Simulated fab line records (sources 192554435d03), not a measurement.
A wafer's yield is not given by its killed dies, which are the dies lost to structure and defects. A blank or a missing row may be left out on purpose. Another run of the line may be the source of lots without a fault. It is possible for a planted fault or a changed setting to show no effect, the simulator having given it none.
Lot-split experiment -- flow n5_finfet -- 39 wafers read across 7 lots, on a route 1938 steps long

## ON THE SPLIT
At N5_HKMG_FIN_ETCH_35 (etches SOC in N2/H2, target depth 215.8 nm, time 243.4 s), the setting bias_w was moved away from the recipe's 5 W on 12 of the 39 wafers read, by +9.8% to +19.1%. All remaining wafers had this setting at the recipe value.

The reading is taken at the split's own step.

## THE READING
rf_vpp_V, in V, at N5_HKMG_FIN_ETCH_35 (etches SOC in N2/H2, target depth 215.8 nm, time 243.4 s). A value of 141.5 V with a standard deviation of 0.9 V is what fault-free wafers of this fab line usually give.

wafer,"tool, chamber at the split","bias_w as run, W",against the recipe,"rf_vpp_V, V",against lot-mates on the recipe
L078.1,"rie_diel-05, 3",5.956,+19.1%,158.1,+16.5
L078.2,"rie_diel-05, 2",5.956,+19.1%,158.3,+16.7
L078.3,"rie_diel-05, 0",5,recipe,141.1,-
L078.4,"rie_diel-05, 1",5,recipe,141.7,-
L078.5,"rie_diel-05, 0",5,recipe,142.1,-
L078.6,"rie_diel-05, 1",5.956,+19.1%,158.8,+17.2
L081.1,"rie_diel-05, 3",5,recipe,140.5,-
L081.2,"rie_diel-05, 0",5,recipe,141.3,-
L081.3,"rie_diel-05, 1",5,recipe,141.5,-
L081.4,"rie_diel-05, 2",5,recipe,142.8,-
L081.5,"rie_diel-05, 2",5,recipe,139.8,-
L081.6,"rie_diel-05, 3",5,recipe,142.8,-
L083.1,"rie_diel-01, 3",5,recipe,143.1,-
L083.2,"rie_diel-01, 2",5,recipe,141.1,-
L083.3,"rie_diel-01, 0",5.492,+9.8%,150.9,+9.0
L083.4,"rie_diel-01, 1",5,recipe,141.6,-
L083.5,"rie_diel-01, 0",5.492,+9.8%,151.8,+9.9
L083.6,"rie_diel-01, 1",5.492,+9.8%,150.6,+8.7
L084.1,"rie_diel-01, 1",5,recipe,139.8,-
L084.2,"rie_diel-01, 2",5.817,+16.3%,155.3,+13.9
L084.3,"rie_diel-01, 3",5,recipe,142.7,-
L084.4,"rie_diel-01, 0",5.817,+16.3%,156.4,+15.0
L084.5,"rie_diel-01, 3",5,recipe,141.6,-
L084.6,"rie_diel-01, 2",5.817,+16.3%,156.1,+14.7
L086.2,"rie_diel-05, 0",5,recipe,141.8,-
L086.3,"rie_diel-05, 1",5,recipe,139.4,-
L086.5,"rie_diel-05, 1",5,recipe,142.2,-
L093.1,"rie_diel-06, 1",5,recipe,140.7,-
L093.2,"rie_diel-06, 3",5,recipe,140.8,-
L093.3,"rie_diel-06, 0",5,recipe,141.0,-
L093.4,"rie_diel-06, 2",5,recipe,140.4,-
L093.5,"rie_diel-06, 3",5,recipe,141.7,-
L093.6,"rie_diel-06, 2",5,recipe,143.2,-
L095.1,"rie_diel-05, 0",5.897,+17.9%,158.4,+17.3
L095.2,"rie_diel-05, 1",5.897,+17.9%,157.3,+16.2
L095.3,"rie_diel-05, 3",5.897,+17.9%,157.7,+16.6
L095.4,"rie_diel-05, 2",5,recipe,140.6,-
L095.5,"rie_diel-05, 1",5,recipe,140.2,-
L095.6,"rie_diel-05, 2",5,recipe,142.5,-

FIT RESULTS
A straight line over all 39 wafers: rf_vpp_V changes by +0.903 V for each +1% of bias_w; r = +0.99; the points scatter about the line by 0.95 V.
The same after taking each lot's own level away (the mean of its wafers on the recipe; 39 wafers): +0.901 V for each +1%; r = +0.99; scatter 0.92 V.
Per that fit: largest bias_w move, reading shift of 17 V.
Across the lots, their own levels run from 141.10 to 141.93 V, a range of 0.9 times the standard deviation given above.
Hence the lot-to-lot level has little effect on the slope; both slopes agree.
Check: for one of the wafers moved furthest among these (+19.1%), held out of the fit, the line's prediction against its lot-mates is +17.4 V. Against them it came out at +16.5 V.
Tool readings at the split's step, against how far the setting was moved: rf_vpp_V r = +0.99.

## ADDITIONAL SPLITS CARRIED BY THESE WAFERS
Other splits were also applied to these wafers ahead of the reading. Each is held against what the fit with the lots' levels taken away leaves over:
other split on the same wafers,wafers away from the commonest value,r with rf_vpp_V (lot level and that fit taken away)
N5_ZERO_LAYER_PECVD_02 target_thk_a,15,+0.05
N5_FIN_CUT_EXPOSE_05 dose_mj,18,+0.07
N5_DUMMY_GATE_ETCH_37 source_w,9,-0.21

## THE FILE'S OWN FIT
rf_vpp_V changes by +0.902 V for each +1% of bias_w, r = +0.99.
